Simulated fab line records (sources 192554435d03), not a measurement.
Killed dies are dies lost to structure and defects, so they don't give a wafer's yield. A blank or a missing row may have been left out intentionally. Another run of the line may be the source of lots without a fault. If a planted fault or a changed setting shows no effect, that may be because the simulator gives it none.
Matching of chambers :: flow n5_finfet :: ald_sin-04 running N5_ILD0_LINER_00: 4 sister chambers
The step material SiNx, target thk 4 nm, pulse time 1 s, purge time 2 s. 8 wafers are shown with their chamber, then 10 later ones without.

## WAFERS, EACH WITH ITS CHAMBER
wafer: L083.4
chamber: 2
heater_power_w (W): 686
precursor_pulse_height_rel: 1.015

wafer: L084.1
chamber: 1
heater_power_w (W): 856
precursor_pulse_height_rel: 1.011

wafer: L084.2
chamber: 0
heater_power_w (W): 893
precursor_pulse_height_rel: 1.001

wafer: L085.1
chamber: 1
heater_power_w (W): 837
precursor_pulse_height_rel: 0.981

wafer: L085.3
chamber: 3
heater_power_w (W): 886
precursor_pulse_height_rel: 0.995

wafer: L085.4
chamber: 2
heater_power_w (W): 700
precursor_pulse_height_rel: 0.981

wafer: L087.3
chamber: 0
heater_power_w (W): 905
precursor_pulse_height_rel: 0.981

wafer: L087.4
chamber: 3
heater_power_w (W): 892
precursor_pulse_height_rel: 0.992

## WAFERS WITH NO CHAMBER GIVEN
wafer: L087.5
heater_power_w (W): 895
precursor_pulse_height_rel: 0.991

wafer: L089.1
heater_power_w (W): 842
precursor_pulse_height_rel: 0.961

wafer: L089.4
heater_power_w (W): 697
precursor_pulse_height_rel: 1.029

wafer: L089.6
heater_power_w (W): 704
precursor_pulse_height_rel: 1.001

wafer: L094.1
heater_power_w (W): 915
precursor_pulse_height_rel: 0.997

wafer: L094.2
heater_power_w (W): 699
precursor_pulse_height_rel: 1.036

wafer: L094.5
heater_power_w (W): 838
precursor_pulse_height_rel: 1.005

wafer: L097.1
heater_power_w (W): 925
precursor_pulse_height_rel: 0.987

wafer: L097.3
heater_power_w (W): 828
precursor_pulse_height_rel: 1.026

wafer: L097.5
heater_power_w (W): 858
precursor_pulse_height_rel: 0.999

## CHAMBER TAKEN BY EACH
wafer: L087.5
from the rows above: can't be placed: 0 or 3
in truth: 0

wafer: L089.1
from the rows above: 1
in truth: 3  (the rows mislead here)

wafer: L089.4
from the rows above: 2
in truth: 2

wafer: L089.6
from the rows above: 2
in truth: 2

wafer: L094.1
from the rows above: can't be placed: 0 or 3
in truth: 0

wafer: L094.2
from the rows above: 2
in truth: 2

wafer: L094.5
from the rows above: 1
in truth: 1

wafer: L097.1
from the rows above: can't be placed: 0 or 3
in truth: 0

wafer: L097.3
from the rows above: 1
in truth: 1

wafer: L097.5
from the rows above: 1
in truth: 1
Correctly placed: 6 of 10. From these rows, 3 cannot be placed; in 3 the true chamber is one of the candidates. Placed wrongly: 1.
How it was worked out, from the rows above alone: a wafer's distance from a chamber is the root of the sum, over the readings, of the square of ((its reading less the chamber's mean) divided by the reading's scatter). If the next closest chamber is less than 2 further off than the closest, the wafer can't be placed; otherwise it belongs to the closest. Each chamber's mean is taken over the wafers shown for it. The scatter: take each reading less its chamber's mean, square it, sum over the shown wafers, divide by the number of wafers less the number of chambers, and take the root.
